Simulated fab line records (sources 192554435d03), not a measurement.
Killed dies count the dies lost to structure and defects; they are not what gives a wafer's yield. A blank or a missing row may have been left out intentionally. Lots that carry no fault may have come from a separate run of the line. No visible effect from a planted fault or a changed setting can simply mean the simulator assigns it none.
Comparing a struck lot with a sound one    flow n5-finfet    39 steps out of a route of 1938
Sound: wafers L151.2, L151.3, L151.6. Struck: wafer L156.6. (L156.5 of the same lot was not struck and is left out.) The cause comes at the end.
For every step that has rows: the tool of each side, followed by ch and its chambers, followed by its first start. Under that, the readings that differ: sound wafers    struck wafers    difference of the means    sigmas: that difference in standard deviations of wafers without a fault.
alike: readings whose means differ by less than 2 such deviations, and words and numbers that are the same on both sides. not compared: withheld readings, readings that some wafer has no value for, bounds like >300 that may hide the same value, and numbers for which the record gives no deviation and whose values overlap.
The two part at a step that has a row with sigmas, a row that says differs or no value, or rows on one side only. When numbers do not overlap yet have no deviation, they are printed without sigmas and do not part them. A reading missing from all wafers of one side parts the sides only when that side holds two or more wafers.

first, 12 steps without rows for these wafers: N5_SD_EPI_N_STRIP_36 (strips in N2/H2); N5_SD_EPI_N_ETCHBACK_44 (etches SiNx in CH3F/O2, stops on SiO2, target depth 14.5 nm); N5_SD_EPI_N_ETCH_45 (etches SiOCN in CH3F/O2, target depth 6 nm); N5_SD_EPI_N_ETCH_16 (etches SiO2 in CHF3/O2, target depth 5 nm); N5_SD_EPI_N_STRIP_47 (strips in CHF3/O2); N5_SD_EPI_N_SD_RECESS_17 (chemistry HBr/Cl2/O2, target depth 41 nm, time 23.7 s, bt time 3 s); N5_SD_EPI_N_STRIP_38 (strips in N2/H2); N5_SD_EPI_N_WET_ETCH_43 (etches SiO2 in dHF, time 14 s, target depth 1.5 nm); N5_SD_EPI_N_STRIP_18 (strips in SPM, time 750 s); N5_SD_EPI_N_SRD_20 (time 30 s); N5_SD_EPI_N_PRECLEAN_48 (cleans in NF3:NH3, afs cycles 2, time 20 s, sublimation time 60 s); N5_SD_EPI_N_VAPOR_ETCH_50 (etches Si in HCl, time 54 s).
N5_SD_EPI_N_EPI_21: deposits Si:P, time 690 s.
  sound on epi-rpcvd-04 ch 0, day 6 03:45; struck on epi-rpcvd-03 ch 0, day 7 13:03
reading                                    sound           struck  difference  sigmas
epi-growth-time-s (s)                      690 690 690     590.45  -99.55      
model.Si-P_of_SD_EPI_N_EPI_21.thk-nm (nm)  59.8 60.2 60.2  53.4    -6.7        
N5_SD_EPI_N_EPI_MEAS_23:
  struck on film-metro-01, day 7 13:39; sound on film-metro-01, day 6 05:11
reading      sound           struck  difference  sigmas
thk-nm (nm)  59.9 62.1 60.9  52.3    -8.7        -8
then, 24 steps without rows for these wafers: N5_SD_EPI_N_PRECLEAN_24 (cleans in O3/DIW, time 60 s); N5_SD_EPI_N_SRD_25 (time 30 s); N5_SD_EPI_N_PRECLEAN_49 (cleans in NF3:NH3, afs cycles 1, time 20 s, sublimation time 60 s); N5_SD_EPI_N_LINER_46 (material SiNx, target thk 3 nm); N5_SD_EPI_P_COAT_34 (time 60 s, resist thk 350 nm); N5_SD_EPI_P_COAT_35 (time 60 s, resist thk 35 nm); N5_SD_EPI_P_COAT_03 (resist thk 150 nm); N5_SD_EPI_P_EBR_05; N5_SD_EPI_P_SOFTBAKE_04 (time 60 s); N5_SD_EPI_P_EXPOSE_06 (exposes mask SD P BLK, target cd 240 nm); N5_SD_EPI_P_PEB_07 (peb time 60 s); N5_SD_EPI_P_DEVELOP_08 (develop time 30 s); N5_SD_EPI_P_DESCUM_14 (chemistry O2, time 7.9 s); N5_SD_EPI_P_ETCH_36 (etches SiARC in CF4, target depth 45.5 nm, time 75.8 s); N5_SD_EPI_P_ETCH_37 (etches SOC in N2/H2, overetch 108 nm, time 486 s); N5_SD_EPI_P_STRIP_38 (strips in N2/H2); N5_SD_EPI_P_ETCHBACK_46 (etches SiNx in CH3F/O2, stops on SiO2, target depth 17.5 nm); N5_SD_EPI_P_ETCH_47 (etches SiOCN in CH3F/O2, target depth 25 nm); N5_SD_EPI_P_ETCH_16 (etches SiO2 in CHF3/O2, target depth 5 nm); N5_SD_EPI_P_STRIP_50 (strips in CHF3/O2); N5_SD_EPI_P_SD_RECESS_17 (chemistry HBr/Cl2/O2, target depth 39.1 nm, bt time 3 s); N5_SD_EPI_P_WET_ETCH_45 (etches SiO2 in dHF, time 10.7 s, target depth 2 nm, rinse time 30 s); N5_SD_EPI_P_STRIP_40 (strips in N2/H2); N5_SD_EPI_P_PRECLEAN_52 (cleans in O3/DIW, time 60 s).
N5_SD_EPI_P_PRECLEAN_24: cleans in O3/DIW, time 45 s.
  sound on wet-bench-02 ch 0,1,3, day 6 11:49; struck on wet-bench-01 ch 2, day 7 18:48
reading                                    sound           struck  difference  sigmas
model.Si-P_of_SD_EPI_N_EPI_21.thk-nm (nm)  58.8 59.2 59.4  52.6    -6.5        

== WHERE THEY PART ==
Only at N5_SD_EPI_N_EPI_MEAS_23, as far as this record shows.

WHY: the cause the simulator had injected
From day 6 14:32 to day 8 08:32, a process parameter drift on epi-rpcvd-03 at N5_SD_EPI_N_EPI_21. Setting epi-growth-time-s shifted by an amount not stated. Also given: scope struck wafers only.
